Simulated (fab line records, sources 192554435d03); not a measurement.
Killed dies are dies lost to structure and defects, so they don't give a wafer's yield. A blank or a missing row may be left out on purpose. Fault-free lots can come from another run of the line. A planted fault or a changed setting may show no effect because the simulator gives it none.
Matching of chambers || flow n5-finfet || 4 sister chambers for N5_BEOL_M11_STRIP_67 on rie-diel-06
The step strips in CF4. 16 wafers are shown with their chamber, then 8 later ones without.

## WAFERS WITH THEIR CHAMBER
{"wafer": "L079.1", "chamber": 0, "showerhead-plenum-p-Torr (Torr)": 1.82, "drypump-motor-current-A (A)": 5.7, "throttle-valve-pct (%)": 13.28}
{"wafer": "L079.2", "chamber": 2, "showerhead-plenum-p-Torr (Torr)": 1.79, "drypump-motor-current-A (A)": 6.5, "throttle-valve-pct (%)": 13.77}
{"wafer": "L079.3", "chamber": 1, "showerhead-plenum-p-Torr (Torr)": 1.71, "drypump-motor-current-A (A)": 5.6, "throttle-valve-pct (%)": 13.65}
{"wafer": "L079.4", "chamber": 3, "showerhead-plenum-p-Torr (Torr)": 1.74, "drypump-motor-current-A (A)": 6.6, "throttle-valve-pct (%)": 13.56}
{"wafer": "L079.5", "chamber": 1, "showerhead-plenum-p-Torr (Torr)": 1.71, "drypump-motor-current-A (A)": 5.5, "throttle-valve-pct (%)": 13.65}
{"wafer": "L079.6", "chamber": 2, "showerhead-plenum-p-Torr (Torr)": 1.79, "drypump-motor-current-A (A)": 6.5, "throttle-valve-pct (%)": 13.77}
{"wafer": "L083.1", "chamber": 2, "showerhead-plenum-p-Torr (Torr)": 1.79, "drypump-motor-current-A (A)": 6.5, "throttle-valve-pct (%)": 13.79}
{"wafer": "L083.3", "chamber": 0, "showerhead-plenum-p-Torr (Torr)": 1.81, "drypump-motor-current-A (A)": 5.7, "throttle-valve-pct (%)": 13.31}
{"wafer": "L083.5", "chamber": 0, "showerhead-plenum-p-Torr (Torr)": 1.81, "drypump-motor-current-A (A)": 5.7, "throttle-valve-pct (%)": 13.31}
{"wafer": "L081.2", "chamber": 3, "showerhead-plenum-p-Torr (Torr)": 1.74, "drypump-motor-current-A (A)": 6.6, "throttle-valve-pct (%)": 13.61}
{"wafer": "L081.4", "chamber": 0, "showerhead-plenum-p-Torr (Torr)": 1.81, "drypump-motor-current-A (A)": 5.7, "throttle-valve-pct (%)": 13.28}
{"wafer": "L081.5", "chamber": 3, "showerhead-plenum-p-Torr (Torr)": 1.74, "drypump-motor-current-A (A)": 6.5, "throttle-valve-pct (%)": 13.61}
{"wafer": "L089.1", "chamber": 2, "showerhead-plenum-p-Torr (Torr)": 1.79, "drypump-motor-current-A (A)": 6.5, "throttle-valve-pct (%)": 13.78}
{"wafer": "L089.3", "chamber": 1, "showerhead-plenum-p-Torr (Torr)": 1.71, "drypump-motor-current-A (A)": 5.5, "throttle-valve-pct (%)": 13.68}
{"wafer": "L089.4", "chamber": 3, "showerhead-plenum-p-Torr (Torr)": 1.74, "drypump-motor-current-A (A)": 6.6, "throttle-valve-pct (%)": 13.61}
{"wafer": "L090.1", "chamber": 2, "showerhead-plenum-p-Torr (Torr)": 1.79, "drypump-motor-current-A (A)": 6.5, "throttle-valve-pct (%)": 13.80}

SIGNATURES (averages over the wafers above)
{"reading": "showerhead-plenum-p-Torr", "chamber 0": 1.8125, "chamber 1": 1.7100, "chamber 2": 1.7900, "chamber 3": 1.7400, "scatter within a chamber": 0.0025}
{"reading": "drypump-motor-current-A", "chamber 0": 5.700, "chamber 1": 5.533, "chamber 2": 6.500, "chamber 3": 6.575, "scatter within a chamber": 0.0344}
{"reading": "throttle-valve-pct", "chamber 0": 13.2950, "chamber 1": 13.6600, "chamber 2": 13.7820, "chamber 3": 13.5975, "scatter within a chamber": 0.0184}
Rule: distance of a wafer from a chamber = root of the sum over the readings of ((wafer's reading minus chamber's mean) / reading's scatter) squared. If the next closest chamber is less than 2 further off than the closest, the wafer can't be placed; otherwise it belongs to the closest. How the scatter is found: for the shown wafers, subtract from each reading the mean of its chamber, square and add these, divide the total by (wafers less chambers), then take the root.

## WAFERS MISSING THEIR CHAMBER
{"wafer": "L090.2", "showerhead-plenum-p-Torr (Torr)": 1.71, "drypump-motor-current-A (A)": 5.5, "throttle-valve-pct (%)": 13.69}
{"wafer": "L090.3", "showerhead-plenum-p-Torr (Torr)": 1.73, "drypump-motor-current-A (A)": 6.5, "throttle-valve-pct (%)": 13.61}
{"wafer": "L094.2", "showerhead-plenum-p-Torr (Torr)": 1.73, "drypump-motor-current-A (A)": 6.5, "throttle-valve-pct (%)": 13.65}
{"wafer": "L094.3", "showerhead-plenum-p-Torr (Torr)": 1.79, "drypump-motor-current-A (A)": 6.5, "throttle-valve-pct (%)": 13.80}
{"wafer": "L094.5", "showerhead-plenum-p-Torr (Torr)": 1.70, "drypump-motor-current-A (A)": 5.5, "throttle-valve-pct (%)": 13.70}
{"wafer": "L097.1", "showerhead-plenum-p-Torr (Torr)": 1.81, "drypump-motor-current-A (A)": 5.7, "throttle-valve-pct (%)": 13.34}
{"wafer": "L097.2", "showerhead-plenum-p-Torr (Torr)": 1.73, "drypump-motor-current-A (A)": 6.6, "throttle-valve-pct (%)": 13.67}
{"wafer": "L097.4", "showerhead-plenum-p-Torr (Torr)": 1.70, "drypump-motor-current-A (A)": 5.5, "throttle-valve-pct (%)": 13.72}

## WHICH CHAMBER EACH ONE RAN IN
{"wafer": "L090.2", "from the rows above": 1, "in truth": 1}
{"wafer": "L090.3", "from the rows above": 3, "in truth": 3}
{"wafer": "L094.2", "from the rows above": 3, "in truth": 3}
{"wafer": "L094.3", "from the rows above": 2, "in truth": 2}
{"wafer": "L094.5", "from the rows above": 1, "in truth": 1}
{"wafer": "L097.1", "from the rows above": 0, "in truth": 0}
{"wafer": "L097.2", "from the rows above": 3, "in truth": 3}
{"wafer": "L097.4", "from the rows above": 1, "in truth": 1}
8 of 8 placed correctly. Number that these rows cannot place: 0. Placed wrongly: 0.
